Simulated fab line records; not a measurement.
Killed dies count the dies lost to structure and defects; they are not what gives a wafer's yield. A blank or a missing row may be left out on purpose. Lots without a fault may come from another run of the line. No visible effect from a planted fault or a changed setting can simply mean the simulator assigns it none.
Matching of chambers + flow nand_harc + 4 sister chambers for NHARC_A_SLIT_ETCH_24 on rie_diel-02
The step etches the open film in CF4/CHF3, target depth 121 nm, time 60.5 s. 8 wafers are shown with their chamber, then 7 later ones without.

== WAFERS WITH THEIR CHAMBER ==
| wafer  | chamber | rf_vpp_V (V) | oes_product_au (a.u.) |
|--------|---------|--------------|-----------------------|
| L087.1 | 2       | 373.0        | 0.951                 |
| L087.4 | 0       | 371.0        | 0.986                 |
| L087.6 | 1       | 374.0        | 0.962                 |
| L088.2 | 1       | 373.8        | 0.959                 |
| L088.3 | 3       | 369.4        | 0.954                 |
| L088.6 | 0       | 370.0        | 0.974                 |
| L085.1 | 2       | 371.0        | 0.967                 |
| L085.2 | 3       | 368.4        | 0.973                 |

== WAFERS MISSING THEIR CHAMBER ==
| wafer  | rf_vpp_V (V) | oes_product_au (a.u.) |
|--------|--------------|-----------------------|
| L085.3 | 370.5        | 0.988                 |
| L093.2 | 371.8        | 0.975                 |
| L093.3 | 369.9        | 0.970                 |
| L093.4 | 373.2        | 0.964                 |
| L094.1 | 371.8        | 0.973                 |
| L094.2 | 373.7        | 0.959                 |
| L094.5 | 369.2        | 0.974                 |

== WHICH CHAMBER EACH ONE RAN IN ==
| wafer  | from the rows above               | in truth |
|--------|-----------------------------------|----------|
| L085.3 | 0                                 | 0        |
| L093.2 | can't be placed: 0 or 2 or 1 or 3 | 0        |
| L093.3 | can't be placed: 0 or 3 or 2      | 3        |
| L093.4 | can't be placed: 1 or 2           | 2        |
| L094.1 | can't be placed: 2 or 0 or 1      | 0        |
| L094.2 | can't be placed: 1 or 2           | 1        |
| L094.5 | can't be placed: 3 or 0           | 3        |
Correctly placed: 1 of 7. Can't be placed from these rows: 6 (the true chamber is among the candidates in 6). 0 placed wrongly.
How it was worked out, from the rows above alone: a wafer's distance from a chamber is the root of the sum, over the readings, of the square of ((its reading less the chamber's mean) divided by the reading's scatter). If the next closest chamber is less than 2 further off than the closest, the wafer can't be placed; otherwise it belongs to the closest. Each chamber's mean is taken over the wafers shown for it. The scatter is the square root of a quotient: the sum, over the shown wafers, of each reading's squared deviation from its chamber's mean, divided by wafers minus chambers.
